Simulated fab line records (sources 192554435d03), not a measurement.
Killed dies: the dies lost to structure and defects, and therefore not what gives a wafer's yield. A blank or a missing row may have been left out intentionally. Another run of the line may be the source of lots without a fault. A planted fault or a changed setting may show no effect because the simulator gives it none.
Matching of chambers / flow n5-finfet / 4 sister chambers for N5_DUMMY_GATE_ALD_02 on ald-sin-01
The step deposits SiO2, target thk 2 nm, pulse time 1 s. 16 wafers are shown with their chamber, then 8 later ones without.

## EACH WAFER AND ITS CHAMBER
wafer=L075.1; chamber=3; heater-power-w (W)=526; susceptor-temp-C (C)=300.32; precursor-pulse-height-rel=1.011
wafer=L075.2; chamber=2; heater-power-w (W)=598; susceptor-temp-C (C)=299.66; precursor-pulse-height-rel=1.012
wafer=L075.3; chamber=0; heater-power-w (W)=442; susceptor-temp-C (C)=299.92; precursor-pulse-height-rel=1.003
wafer=L075.4; chamber=1; heater-power-w (W)=559; susceptor-temp-C (C)=300.06; precursor-pulse-height-rel=0.989
wafer=L075.5; chamber=3; heater-power-w (W)=526; susceptor-temp-C (C)=299.98; precursor-pulse-height-rel=1.027
wafer=L075.6; chamber=0; heater-power-w (W)=465; susceptor-temp-C (C)=299.86; precursor-pulse-height-rel=0.976
wafer=L079.2; chamber=1; heater-power-w (W)=556; susceptor-temp-C (C)=299.99; precursor-pulse-height-rel=0.987
wafer=L079.3; chamber=2; heater-power-w (W)=591; susceptor-temp-C (C)=300.00; precursor-pulse-height-rel=1.007
wafer=L079.4; chamber=3; heater-power-w (W)=503; susceptor-temp-C (C)=300.16; precursor-pulse-height-rel=1.004
wafer=L086.1; chamber=0; heater-power-w (W)=412; susceptor-temp-C (C)=299.88; precursor-pulse-height-rel=1.004
wafer=L086.4; chamber=2; heater-power-w (W)=575; susceptor-temp-C (C)=300.01; precursor-pulse-height-rel=0.999
wafer=L086.5; chamber=0; heater-power-w (W)=408; susceptor-temp-C (C)=299.95; precursor-pulse-height-rel=1.001
wafer=L087.3; chamber=3; heater-power-w (W)=510; susceptor-temp-C (C)=299.92; precursor-pulse-height-rel=0.994
wafer=L087.4; chamber=1; heater-power-w (W)=554; susceptor-temp-C (C)=300.04; precursor-pulse-height-rel=1.020
wafer=L087.6; chamber=1; heater-power-w (W)=575; susceptor-temp-C (C)=300.46; precursor-pulse-height-rel=1.013
wafer=L089.1; chamber=0; heater-power-w (W)=406; susceptor-temp-C (C)=299.96; precursor-pulse-height-rel=0.985

SIGNATURES (averages over the wafers above)
reading=heater-power-w; chamber 0=426.60; chamber 1=561.00; chamber 2=588.00; chamber 3=516.25; scatter within a chamber=17.4
reading=susceptor-temp-C; chamber 0=299.9140; chamber 1=300.1375; chamber 2=299.8900; chamber 3=300.0950; scatter within a chamber=0.165
reading=precursor-pulse-height-rel; chamber 0=0.99380; chamber 1=1.00225; chamber 2=1.00600; chamber 3=1.00900; scatter within a chamber=0.0133
Rule: for each reading, subtract the chamber's mean from the wafer's reading, divide by that reading's scatter and square the result; add these up over the readings and take the root, which gives the wafer's distance from the chamber. If the next closest chamber is less than 2 further off than the closest, the wafer can't be placed; otherwise it belongs to the closest. The scatter is the square root of a quotient: the sum, over the shown wafers, of each reading's squared deviation from its chamber's mean, divided by wafers minus chambers.

## WAFERS WHOSE CHAMBER IS MISSING
wafer=L089.2; heater-power-w (W)=560; susceptor-temp-C (C)=299.84; precursor-pulse-height-rel=0.948
wafer=L089.4; heater-power-w (W)=487; susceptor-temp-C (C)=299.90; precursor-pulse-height-rel=0.992
wafer=L092.1; heater-power-w (W)=582; susceptor-temp-C (C)=299.94; precursor-pulse-height-rel=0.988
wafer=L092.2; heater-power-w (W)=545; susceptor-temp-C (C)=300.13; precursor-pulse-height-rel=0.992
wafer=L092.3; heater-power-w (W)=517; susceptor-temp-C (C)=300.18; precursor-pulse-height-rel=1.000
wafer=L096.1; heater-power-w (W)=568; susceptor-temp-C (C)=300.09; precursor-pulse-height-rel=0.984
wafer=L096.2; heater-power-w (W)=501; susceptor-temp-C (C)=300.41; precursor-pulse-height-rel=1.031
wafer=L096.5; heater-power-w (W)=514; susceptor-temp-C (C)=300.32; precursor-pulse-height-rel=1.003

## WHICH CHAMBER EACH WENT THROUGH
wafer=L089.2; from the rows above=can't be placed: 1 or 2 or 3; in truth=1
wafer=L089.4; from the rows above=can't be placed: 3 or 0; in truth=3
wafer=L092.1; from the rows above=can't be placed: 2 or 1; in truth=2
wafer=L092.2; from the rows above=can't be placed: 1 or 3 or 2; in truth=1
wafer=L092.3; from the rows above=can't be placed: 3 or 1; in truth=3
wafer=L096.1; from the rows above=can't be placed: 1 or 2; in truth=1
wafer=L096.2; from the rows above=can't be placed: 3 or 1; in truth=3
wafer=L096.5; from the rows above=can't be placed: 3 or 1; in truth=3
0 of 8 placed correctly. These rows do not allow placing 8 (true chamber among the candidates in 8). Placed wrongly: 0.
